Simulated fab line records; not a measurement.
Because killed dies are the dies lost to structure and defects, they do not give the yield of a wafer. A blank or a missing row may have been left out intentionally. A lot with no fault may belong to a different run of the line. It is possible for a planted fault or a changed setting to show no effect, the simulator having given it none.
fab line records	flow n5_finfet
record lots=14	wafers=42	last_day=17
route steps=1938 shown BEOL_M6@1208
lots that met no fault: from a run of the same line without faults
start_h: start of the lot's first displayed wafer, in hours after the record's first day	wait_h: how many hours have passed since the lot's step before this one	" identical to the entry in the row above	L1.1+2: a row that stands for several wafers	- no value, or no start was given	* or withheld: withheld	< > ~ a bound
route shown NAME@n: names a module that has steps shown in the file, with the first one's number in the route	usual: the fault-free wafers' mean and standard deviation	same: alike in all rows	chamber/n: place in a boat	sites: readings site by site	_std_site: the values' standard deviation	_edge_site: the outer-site mean with the inner-site mean subtracted	radius_mm: for every site, how far away it sits from the centre of the wafer	mask NAME#n: copy n	behind: the most recent tool/chamber to have shaped the wafer	hold: the reason the lot was held/the length of the hold in hours/how it ended	device: the n, p or np transistor that did not switch	end of line: the tests these same wafers got at the end of their route	step lacking rows: just its recipe	killed: count of dies lost to structure and defects at first sort (not the wafer's yield)	map: the dies of a wafer, with x for killed, . for not killed, _ for no die there
set.NAME: the run value of the setting; set.NAME@STEP: its run value at that earlier step	model.NAME: the simulator's own value behind a step, which no gauge read
steps of the route over a sample of lots; a table a step, a row a wafer
services: from which hour (start_h, from the record's first day; less than 0 if before it) a tool's chamber was out of use, for how many hours, and why
## steps
# step N5_BEOL_M6_OVL_MEAS_12
# recipe points_per_wafer=44
# usual M6_OVL=-0.5/0.66
lot.wafer	tool	chamber	start_h	wait_h	M6_OVL[nm]
L950.1	overlay-01	0	184.04	0.0	-0.3
L950.4	"	0	"	"	-1.1
L950.6	"	0	"	"	-1.1
L952.3	overlay-01	0	195.99	0.0	0.0
L952.4	"	0	"	"	-2.0
L952.6	"	0	"	"	-0.7
L953.3	overlay-01	0	204.08	0.0	0.2
L953.4	"	0	"	"	-0.6
L953.6	"	0	"	"	-0.3
L954.2	overlay-02	0	208.46	0.0	-1.3
L954.4	"	0	"	"	-0.8
L954.6	"	0	"	"	-0.9
L957.2	overlay-02	0	235.28	0.0	-1.6
L957.4	"	0	"	"	-0.7
L957.6	"	0	"	"	-1.0
L956.1	overlay-02	0	253.76	0.0	1.4
L956.3	"	0	"	"	0.8
L956.6	"	0	"	"	0.7
L958.1	overlay-01	0	268.06	0.0	-0.3
L958.2	"	0	"	"	-1.3
L958.6	"	0	"	"	-0.9
L961.2	overlay-02	0	271.03	0.0	0.0
L961.4	"	0	"	"	-0.2
L961.5	"	0	"	"	-0.5
L962.1	overlay-01	0	279.36	0.0	-0.1
L962.3	"	0	"	"	0.0
L962.5	"	0	"	"	0.5
L963.3	overlay-02	0	279.52	0.0	-1.2
L963.4	"	0	"	"	-0.4
L963.6	"	0	"	"	-1.2
L967.1	overlay-02	0	308.54	0.0	-1.3
L967.2	"	0	"	"	0.4
L967.3	"	0	"	"	-1.0
L966.1	overlay-01	0	317.05	0.0	-0.2
L966.3	"	0	"	"	-0.5
L966.5	"	0	"	"	-0.2
L971.1	overlay-01	0	336.46	0.0	-0.2
L971.3	"	0	"	"	0.3
L971.4	"	0	"	"	0.1
L973.1	overlay-02	0	342.81	0.0	0.2
L973.5	"	0	"	"	0.9
L973.6	"	0	"	"	-0.4
# step N5_BEOL_M6_CD_MEAS_18
# recipe pitch_nm=80	target_cd_nm=40
# usual cd_nm=40.0/0.68
lot.wafer	tool	chamber	start_h	wait_h	cd_nm
L950.1	cd_sem-03	-	184.78	0.0	39.9
L950.4	"	-	"	"	40.3
L950.6	"	-	"	"	40.5
L952.3	cd_sem-01	-	196.62	0.1	39.9
L952.4	"	-	"	"	39.8
L952.6	"	-	"	"	40.2
L953.3	cd_sem-01	-	204.60	0.1	41.0
L953.4	"	-	"	"	40.3
L953.6	"	-	"	"	40.0
L954.2	cd_sem-03	-	209.23	0.1	40.1
L954.4	"	-	"	"	40.4
L954.6	"	-	"	"	39.9
L957.2	cd_sem-03	-	235.86	0.1	39.7
L957.4	"	-	"	"	39.7
L957.6	"	-	"	"	38.9
L956.1	cd_sem-01	-	254.29	0.0	39.9
L956.3	"	-	"	"	38.6
L956.6	"	-	"	"	38.9
L958.1	cd_sem-02	-	268.58	0.0	39.8
L958.2	"	-	"	"	39.0
L958.6	"	-	"	"	40.1
L961.2	cd_sem-02	-	271.63	0.1	40.4
L961.4	"	-	"	"	41.3
L961.5	"	-	"	"	40.4
L962.1	cd_sem-01	-	279.87	0.0	40.6
L962.3	"	-	"	"	40.6
L962.5	"	-	"	"	40.0
L963.3	cd_sem-01	-	280.05	0.1	41.1
L963.4	"	-	"	"	40.1
L963.6	"	-	"	"	40.5
L967.1	cd_sem-03	-	309.06	0.0	40.0
L967.2	"	-	"	"	39.1
L967.3	"	-	"	"	39.7
L966.1	cd_sem-01	-	317.58	0.0	40.3
L966.3	"	-	"	"	41.0
L966.5	"	-	"	"	40.9
L971.1	cd_sem-03	-	337.08	0.0	40.0
L971.3	"	-	"	"	40.0
L971.4	"	-	"	"	40.8
L973.1	cd_sem-01	-	343.41	0.0	39.6
L973.5	"	-	"	"	39.0
L973.6	"	-	"	"	39.2
# step N5_BEOL_M6_EXPOSE_25
# recipe mask_id=V5	na=0.33	source_shape=annular	sigma_inner=0.4	sigma_outer=0.8	polarization=unpolarized	target_cd_nm=40	dose_mj=45
# usual exposure_dose_mJ_cm2=45.2/0.38	focus_offset_nm=0.0/0.48	reticle_temp_C=23.01/0.097	sigma_inner=0.4/0	sigma_outer=0.8/0
lot.wafer	tool	chamber	start_h	wait_h	mask	exposure_dose_mJ_cm2	focus_offset_nm	reticle_temp_C	sigma_inner	sigma_outer
L950.1	euv_scanner-02	0	185.15	-	V5#0	45.6	-0.4	23.06	0.4	0.8
L950.4	"	0	"	"	V5#0	45.6	0.0	23.11	0.4	0.8
L950.6	"	0	"	"	V5#0	45.7	-0.1	23.11	0.4	0.8
L952.3	euv_scanner-02	0	196.81	-	V5#0	45.7	0.1	23.18	0.4	0.8
L952.4	"	0	"	"	V5#0	45.6	0.0	23.07	0.4	0.8
L952.6	"	0	"	"	V5#0	45.7	-0.1	23.09	0.4	0.8
L953.3	euv_scanner-02	0	204.78	-	V5#0	45.7	-0.5	22.97	0.4	0.8
L953.4	"	0	"	"	V5#0	45.6	0.6	22.88	0.4	0.8
L953.6	"	0	"	"	V5#0	45.7	1.1	22.85	0.4	0.8
L954.2	euv_scanner-02	0	214.10	-	V5#0	45.7	0.0	23.08	0.4	0.8
L954.4	"	0	"	"	V5#0	45.6	-0.1	23.05	0.4	0.8
L954.6	"	0	"	"	V5#0	45.7	0.2	22.97	0.4	0.8
L957.2	euv_scanner-01	0	237.82	-	V5#0	44.9	-0.5	22.92	0.4	0.8
L957.4	"	0	"	"	V5#0	44.9	0.6	22.98	0.4	0.8
L957.6	"	0	"	"	V5#0	44.9	0.7	22.88	0.4	0.8
L956.1	euv_scanner-02	0	254.78	-	V5#0	45.6	-0.7	22.91	0.4	0.8
L956.3	"	0	"	"	V5#0	45.6	-0.3	22.87	0.4	0.8
L956.6	"	0	"	"	V5#0	45.6	-0.1	22.84	0.4	0.8
L958.1	euv_scanner-01	0	269.70	-	V5#0	44.8	0.0	23.03	0.4	0.8
L958.2	"	0	"	"	V5#0	44.8	-0.5	23.04	0.4	0.8
L958.6	"	0	"	"	V5#0	44.8	-1.4	23.10	0.4	0.8
L961.2	euv_scanner-01	0	273.14	-	V5#0	44.9	0.2	23.01	0.4	0.8
L961.4	"	0	"	"	V5#0	44.8	0.5	23.06	0.4	0.8
L961.5	"	0	"	"	V5#0	44.9	0.3	23.00	0.4	0.8
L962.1	euv_scanner-01	0	281.26	-	V5#0	44.9	0.2	23.29	0.4	0.8
L962.3	"	0	"	"	V5#0	44.9	-1.0	23.09	0.4	0.8
L962.5	"	0	"	"	V5#0	44.9	0.2	23.03	0.4	0.8
L963.3	euv_scanner-01	0	281.32	-	V5#0	44.8	-0.1	23.11	0.4	0.8
L963.4	"	0	"	"	V5#0	44.9	-0.7	22.97	0.4	0.8
L963.6	"	0	"	"	V5#0	44.9	-0.3	22.95	0.4	0.8
L967.1	euv_scanner-02	0	312.17	-	V5#0	45.6	0.3	22.94	0.4	0.8
L967.2	"	0	"	"	V5#0	45.6	0.6	22.99	0.4	0.8
L967.3	"	0	"	"	V5#0	45.6	0.0	23.04	0.4	0.8
L966.1	euv_scanner-01	0	318.59	-	V5#0	44.8	0.9	22.88	0.4	0.8
L966.3	"	0	"	"	V5#0	44.9	0.3	23.07	0.4	0.8
L966.5	"	0	"	"	V5#0	44.8	0.8	22.99	0.4	0.8
L971.1	euv_scanner-01	-	339.06	-	V5#0	-	-	-	-	-
L971.3	"	-	"	"	V5#0	-	-	-	-	-
L971.4	"	-	"	"	V5#0	-	-	-	-	-
L973.1	euv_scanner-01	-	345.91	-	V5#0	-	-	-	-	-
L973.5	"	-	"	"	V5#0	-	-	-	-	-
L973.6	"	-	"	"	V5#0	-	-	-	-	-
# step N5_BEOL_M6_CD_MEAS_28
# recipe target_cd_nm=40	landing_energy_ev=500	detector=se_inlens
# usual cd_nm=40.00/0.24
lot.wafer	tool	chamber	start_h	wait_h	cd_nm
L950.1	cd_sem-01	0	185.28	-	39.63
L950.4	"	0	"	"	40.22
L950.6	"	0	"	"	40.44
L952.3	cd_sem-03	0	196.93	-	40.09
L952.4	"	0	"	"	39.83
L952.6	"	0	"	"	39.71
L953.3	cd_sem-02	0	204.91	-	39.87
L953.4	"	0	"	"	39.86
L953.6	"	0	"	"	39.75
L954.2	cd_sem-02	0	214.23	-	40.10
L954.4	"	0	"	"	40.14
L954.6	"	0	"	"	40.19
L957.2	cd_sem-02	0	237.95	-	39.69
L957.4	"	0	"	"	40.07
L957.6	"	0	"	"	39.78
L956.1	cd_sem-02	0	254.91	-	40.22
L956.3	"	0	"	"	40.23
L956.6	"	0	"	"	40.46
L958.1	cd_sem-03	0	269.83	-	39.93
L958.2	"	0	"	"	40.11
L958.6	"	0	"	"	40.61
L961.2	cd_sem-01	0	273.26	-	39.89
L961.4	"	0	"	"	39.98
L961.5	"	0	"	"	39.94
L962.1	cd_sem-02	0	281.39	-	39.80
L962.3	"	0	"	"	40.15
L962.5	"	0	"	"	39.62
L963.3	cd_sem-01	0	281.44	-	39.87
L963.4	"	0	"	"	40.08
L963.6	"	0	"	"	40.40
L967.1	cd_sem-01	0	312.31	-	40.24
L967.2	"	0	"	"	40.48
L967.3	"	0	"	"	39.98
L966.1	cd_sem-01	0	318.72	-	39.80
L966.3	"	0	"	"	40.16
L966.5	"	0	"	"	40.25
L971.1	cd_sem-02	0	339.19	-	-
L971.3	"	0	"	"	-
L971.4	"	0	"	"	-
L973.1	cd_sem-01	0	346.04	-	-
L973.5	"	0	"	"	-
L973.6	"	0	"	"	-
## services
tool	chamber	start_h	hours	kind
euv_scanner-02	0	165.72	-	calibration
euv_scanner-02	-	174.16	1.3	repair
euv_scanner-02	-	190.53	1.0	pm
euv_scanner-02	-	191.78	0.7	repair
euv_scanner-01	-	197.81	1.0	pm
euv_scanner-01	-	199.14	5.8	pm
euv_scanner-02	-	205.96	2.1	repair
euv_scanner-01	-	238.58	12.0	pm
euv_scanner-02	-	244.11	1.1	repair
euv_scanner-02	-	250.58	1.0	pm
euv_scanner-01	-	253.11	4.6	pm
euv_scanner-02	-	257.71	4.6	pm
euv_scanner-01	0	261.49	-	calibration
euv_scanner-01	-	262.31	1.0	pm
euv_scanner-02	-	271.80	10.0	repair
euv_scanner-02	-	302.83	1.0	pm
euv_scanner-01	-	310.11	1.0	pm
euv_scanner-02	0	334.50	-	calibration
euv_scanner-01	-	335.02	0.2	repair
## key
first_sign step=N5_BEOL_M6_EXPOSE_25	reading=tool_record	direction=missing
effect none on later readings
met_at N5_BEOL_M6_EXPOSE_25
struck_lots L971,L973
later_rows_left_out L971.1,L971.3,L971.4,L973.1,L973.5,L973.6
sort_left_out L971.1,L971.3,L971.4,L973.1,L973.5,L973.6
not_acting_at N5_BEOL_M6_OVL_MEAS_12,N5_BEOL_M6_CD_MEAS_18,N5_BEOL_M6_CD_MEAS_28
onset_between 318.59 339.06
fault kind=skipped_step_whole	tool=euv_scanner-01	chamber=-	onset_h=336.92	steps=N5_BEOL_M6_EXPOSE_25	scope=struck_lots_only
# sort_left_out: the simulated sort isn't trusted on such a fault, so these wafers' sort isn't shown, and their yield isn't known
# later_rows_left_out: the simulator's readings of these wafers behind a module that went badly wrong aren't trusted and aren't shown, but for the sort
